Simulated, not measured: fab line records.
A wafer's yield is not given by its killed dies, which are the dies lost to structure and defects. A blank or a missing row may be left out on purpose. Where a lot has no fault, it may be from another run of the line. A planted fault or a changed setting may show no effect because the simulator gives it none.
A lot that was struck, set against a sound lot -- flow n5 finfet -- 17 steps out of a route of 1938
Sound: these wafers, L143.1, L143.4, L143.5. Struck: wafer L152.4. (L152.1, L152.6 of the same lot were not struck and are left out.) The cause comes at the end.
Per side, at each step with rows, come the tool, then ch with its chambers, and then its first start. Under that, the readings that differ: sound wafers -- struck wafers -- difference of the means -- sigmas: that difference in standard deviations of wafers without a fault.
alike: a reading whose means differ by less than 2 such deviations, as well as words and numbers matching on both sides. not compared: withheld readings; readings where some wafer has no value; bounds like >300 that might hide an equal value; numbers whose values overlap and for which the record gives no deviation.
Wherever a step has rows on one side only, a row that says differs or no value, or a row with sigmas, the two part there. Non-overlapping numbers with no deviation appear without sigmas and do not part them. A reading missing from all wafers of one side parts the sides only when that side holds two or more wafers.

first, 9 steps without rows for these wafers: N5_BEOL_M4_COAT_05 (resist thk 30 nm); N5_BEOL_M4_EBR_07; N5_BEOL_M4_SOFTBAKE_06 (time 60 s); N5_BEOL_M4_EXPOSE_08 (exposes mask M4); N5_BEOL_M4_PEB_09 (peb time 60 s); N5_BEOL_M4_DEVELOP_10 (develop time 30 s); N5_BEOL_M4_DESCUM_16 (chemistry O2, time 7 s); N5_BEOL_M4_ETCH_74 (etches underlayer in N2/H2, target depth 6.5 nm, time 5.2 s); N5_BEOL_M4_ETCH_63 (etches SiARC in CF4, target depth 15.6 nm, time 26 s).
N5_BEOL_M4_ETCH_64: etches SOC in N2/H2, target depth 75 nm, overetch 22.5 nm, time 121.9 s.
  sound on rie diel-04 ch 0,1, day 8 03:47; struck on rie diel-04 ch 0, day 10 17:52
reading,sound,struck,difference,sigmas
oes product au (a.u.),0.73 0.53 0.52,0.47,-0.12,-2
model.SiARC_of_BEOL_M4_COAT_62.thk nm (nm),6.2 6.6 6.6,5.4,-1.1,
  alike: bias w, drypump motor current A, rf vpp V, showerhead plenum p Torr, throttle valve pct
  not compared: rf hours counter h, model.BEOL_M4.cd offset nm
then, 3 steps without rows for these wafers: N5_BEOL_M4_STRIP_65 (strips in N2/H2); N5_BEOL_M4_STRIP_75 (strips in N2/H2); N5_BEOL_M4_STRIP_66 (strips in CF4).
N5_BEOL_M4_HM_OPEN_17: chemistry Cl2/BCl3, target TiN, target depth 20 nm, overetch 6 nm.
  sound on rie metal-02 ch 0,1, day 8 03:58; struck on rie metal-02 ch 1, day 10 18:02
reading,sound,struck,difference,sigmas
model.etch.depth nm (nm),20 19.63 19.85,17.51,-2.32,
  alike: bcl3 flow sccm, bias w, drypump motor current A, mfc ar sccm, oes product au, throttle valve pct
  not compared: rf hours counter h
then, 1 step without rows for these wafers: N5_BEOL_M4_STRIP_19 (strips in O2).
N5_BEOL_M4_RC_MEAS_101:
  sound on prober-02 ch 0, day 8 18:53; struck on prober-02 ch 0, day 11 08:21
  alike: DIBL_N, DIBL_P, IOFF_N, IOFF_P, ION_N, ION_P, SS_N, SS_P, VT_N, VT_P
-- a jump in the record: the struck wafers' starts before and after are 4 days apart (it breaks off in module BEOL_M4 and resumes in module PASSIVATION, where the first step shown is number 1936 of the route) --
N5_PASSIVATION_PROBE_49:
  sound on prober-01 at day 14 08:33; struck on prober-01 at day 15 19:23
reading,sound,struck,difference,sigmas
killed_at_M4_up,22 15 23,9,-11,-2
  alike: defect limited yield, killed_at_M0_to_M3, killed at contacts, killed at front end, killed at other, killed dies, killed on rim, killed open, killed short, sort_bin_5_function, sort_bin_6_memory, sort n pass, sort yield pct

== WHERE THEY PART ==
Last at N5_PASSIVATION_PROBE_49 as far as this record goes, first at N5_BEOL_M4_ETCH_64.

WHY: whatever the simulator had introduced
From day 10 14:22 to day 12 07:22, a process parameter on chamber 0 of rie diel-04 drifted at N5_BEOL_M4_ETCH_64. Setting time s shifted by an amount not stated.
